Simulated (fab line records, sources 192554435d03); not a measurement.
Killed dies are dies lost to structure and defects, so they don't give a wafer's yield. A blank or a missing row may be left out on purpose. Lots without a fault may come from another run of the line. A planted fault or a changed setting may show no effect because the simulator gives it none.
Chamber matching | flow n5_finfet | N5_BEOL_M2_ETCH_70 on rie_diel-06: 4 sister chambers
The step etches SOC in N2/H2, target depth 80 nm, overetch 24 nm, time 130 s. 14 wafers are shown with their chamber, then 7 later ones without.

WAFERS WITH THEIR CHAMBER
wafer  | chamber | drypump_motor_current_A (A) | throttle_valve_pct (%) | showerhead_plenum_p_Torr (Torr)
L075.1 | 2       | 6.6                         | 17.9                   | 2.41
L075.4 | 0       | 5.6                         | 17.7                   | 2.54
L075.6 | 3       | 5.5                         | 18.3                   | 2.44
L076.3 | 1       | 4.9                         | 18.0                   | 2.45
L076.5 | 3       | 5.4                         | 18.3                   | 2.44
L076.6 | 0       | 5.6                         | 17.7                   | 2.54
L086.1 | 2       | 6.6                         | 17.5                   | 2.72
L086.3 | 3       | 5.4                         | 18.3                   | 2.43
L086.5 | 3       | 5.4                         | 18.3                   | 2.43
L088.2 | 2       | 6.6                         | 17.5                   | 2.72
L088.4 | 0       | 5.6                         | 17.8                   | 2.53
L088.5 | 0       | 5.6                         | 17.8                   | 2.53
L090.1 | 2       | 6.7                         | 17.5                   | 2.72
L090.3 | 3       | 5.5                         | 18.4                   | 2.42

SIGNATURES (means of the wafers above)
reading                  | chamber 0 | chamber 1 | chamber 2 | chamber 3 | scatter within a chamber
drypump_motor_current_A  | 5.600     | 4.900     | 6.625     | 5.440     | 0.0442
throttle_valve_pct       | 17.750    | 18.000    | 17.600    | 18.320    | 0.117
showerhead_plenum_p_Torr | 2.5350    | 2.4500    | 2.6425    | 2.4320    | 0.0851
Rule: a wafer's distance from a chamber is the root of the sum, over the readings, of the square of ((its reading less the chamber's mean) divided by the reading's scatter). The wafer belongs to the nearest chamber; if the next one is less than 2 further off, it can't be placed. The scatter: the root of (the sum of the squares of (reading less its chamber's mean) over the shown wafers, divided by (wafers less chambers)).

WAFERS WITHOUT THEIR CHAMBER
wafer  | drypump_motor_current_A (A) | throttle_valve_pct (%) | showerhead_plenum_p_Torr (Torr)
L090.5 | 4.9                         | 18.1                   | 2.43
L092.2 | 4.9                         | 18.1                   | 2.43
L092.3 | 4.9                         | 18.1                   | 2.43
L092.6 | 4.9                         | 18.1                   | 2.43
L097.2 | 5.4                         | 18.1                   | 2.74
L097.3 | 5.6                         | 17.8                   | 2.52
L097.5 | 4.9                         | 18.1                   | 2.43

WHICH CHAMBER EACH WENT THROUGH
wafer  | from the rows above     | in truth
L090.5 | 1                       | 1
L092.2 | 1                       | 1
L092.3 | 1                       | 1
L092.6 | 1                       | 1
L097.2 | can't be placed: 3 or 0 | 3
L097.3 | 0                       | 0
L097.5 | 1                       | 1
Placed correctly: 6 of 7. Can't be placed from these rows: 1 (the true chamber is among the candidates in 1). Placed wrongly: 0.
